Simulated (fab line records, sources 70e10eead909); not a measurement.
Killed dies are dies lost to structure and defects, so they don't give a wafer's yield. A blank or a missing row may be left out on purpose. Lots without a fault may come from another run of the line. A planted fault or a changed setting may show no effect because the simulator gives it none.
A struck lot beside a sound one | flow nand_harc | 32 steps out of a route of 1302
Sound: wafers L265.1, L265.5, L265.6. Struck: wafers L274.2, L274.4, L274.6. The cause comes at the end.
At each step with rows: each side's tool, then ch and its chambers, then its first start. Under that, the readings that differ: sound wafers | struck wafers | difference of the means | sigmas: that difference in standard deviations of wafers without a fault.
alike: readings whose means differ by less than 2 such deviations, and words and numbers that are the same on both sides. not compared: withheld readings, readings that some wafer has no value for, bounds like >300 that may hide the same value, and numbers for which the record gives no deviation and whose values overlap.
The two part at a step that has a row with sigmas, a row that says differs or no value, or rows on one side only. Numbers that don't overlap but have no deviation are shown without sigmas and don't part them. A reading that every wafer of one side lacks parts them only if that side has two wafers or more.

first, 5 steps without rows for these wafers: NHARC_A_ONON_D1_DEP_19 (target thk 1000 nm); NHARC_A_ONON_D1_DEP_22 (target thk 1000 nm); NHARC_A_ONON_D1_DEP_25 (target thk 1000 nm); NHARC_A_ONON_D1_DEP_28 (target thk 1000 nm); NHARC_A_ONON_D1_DEP_33 (deposits SiO2, target thk 200 nm).
NHARC_A_CHANNEL_HOLE_D1_DEP_00: deposits aC, target thk 3100 nm.
  sound on acl_dep-01 ch 0, day 9 15:34; struck on acl_dep-01 ch 0, day 13 22:01
  alike: throttle_valve_pct
then, 25 steps without rows for these wafers: NHARC_A_CHANNEL_HOLE_D1_DEP_01 (deposits SiON, target thk 140 nm); NHARC_A_CHANNEL_HOLE_D1_DEHYDRATE_02 (time 120 s); NHARC_A_CHANNEL_HOLE_D1_HMDS_03 (time 30 s); NHARC_A_CHANNEL_HOLE_D1_COAT_36 (time 75 s); NHARC_A_CHANNEL_HOLE_D1_COAT_37 (time 65 s); NHARC_A_CHANNEL_HOLE_D1_COAT_04 (resist thk 90 nm); NHARC_A_CHANNEL_HOLE_D1_SOFTBAKE_05 (time 55 s); NHARC_A_CHANNEL_HOLE_D1_EBR_06; NHARC_A_CHANNEL_HOLE_D1_EXPOSE_07 (exposes mask HOLE D1, target cd 100 nm); NHARC_A_CHANNEL_HOLE_D1_PEB_08 (peb time 65 s); NHARC_A_CHANNEL_HOLE_D1_DEVELOP_09 (develop time 35 s); NHARC_A_CHANNEL_HOLE_D1_DESCUM_15 (chemistry O2, time 3 s); NHARC_A_CHANNEL_HOLE_D1_ETCH_38 (etches the open film in CF4, target depth 39 nm, time 65 s); NHARC_A_CHANNEL_HOLE_D1_ETCH_39 (etches the open film in N2/H2, target depth 260 nm, time 325 s); NHARC_A_CHANNEL_HOLE_D1_ETCH_34 (etches the open film in CF4/CHF3, target depth 154 nm, time 77 s); NHARC_A_CHANNEL_HOLE_D1_ETCH_16 (etches the open film in O2/COS, target depth 3100 nm, time 806 s); NHARC_A_CHANNEL_HOLE_D1_ETCH_19 (etches the open film in C4F8/O2/Ar, time 34.5 s); NHARC_A_CHANNEL_HOLE_D1_ETCH_20 (etches the open film in C4F8/O2/Ar, time 361.9 s, target depth 1600 nm); NHARC_A_CHANNEL_HOLE_D1_ETCH_21 (etches the open film in C4F8/O2/Ar, time 514.3 s, target depth 1600 nm); NHARC_A_CHANNEL_HOLE_D1_ETCH_22 (etches the open film in C4F8/O2/Ar, time 666.7 s, target depth 1600 nm); NHARC_A_CHANNEL_HOLE_D1_ETCH_23 (etches the open film in C4F8/O2/Ar, time 819 s, target depth 1600 nm); NHARC_A_CHANNEL_HOLE_D1_ETCH_24 (etches the open film in C4F8/O2/Ar, time 906.2 s, target depth 1500 nm); NHARC_A_CHANNEL_HOLE_D1_ETCH_25 (etches the open film in C4F8/O2/Ar, time 1040.2 s, target depth 1500 nm); NHARC_A_CHANNEL_HOLE_D1_ETCH_26 (etches the open film in C4F8/O2/Ar, time 224.1 s, target depth 300 nm); NHARC_A_CHANNEL_HOLE_D1_ETCH_33 (etches the open film in C4F8/O2/Ar, time 90 s, target depth 400 nm).
-- the record jumps here: 16 days lie between the struck wafers' starts before and after (it left off in module A_CHANNEL_HOLE_D1 and takes up again in module END, whose first step shown is number 1302 of the route) --
NHARC_END_SORT_01:
  sound on prober-01 ch 0, day 25 15:23; struck on prober-02 ch 0, day 30 06:18
  reading         | sound      | struck                                                                     | difference                   | sigmas
  hold            | - - -      | await_dispo/2.6h/release await_dispo/2.6h/release await_dispo/2.6h/release | no value on the sound wafers |
  killed_at_array | 88 113 105 | 244 233 208                                                                | +126                         | +6
  killed_dies     | 90 116 109 | 250 240 213                                                                | +129                         | +6
  alike: killed_at_other, killed_at_periphery, killed_open, killed_short

WHERE THEY PART
Only at NHARC_END_SORT_01, within this record.

WHY: what the simulator had put in
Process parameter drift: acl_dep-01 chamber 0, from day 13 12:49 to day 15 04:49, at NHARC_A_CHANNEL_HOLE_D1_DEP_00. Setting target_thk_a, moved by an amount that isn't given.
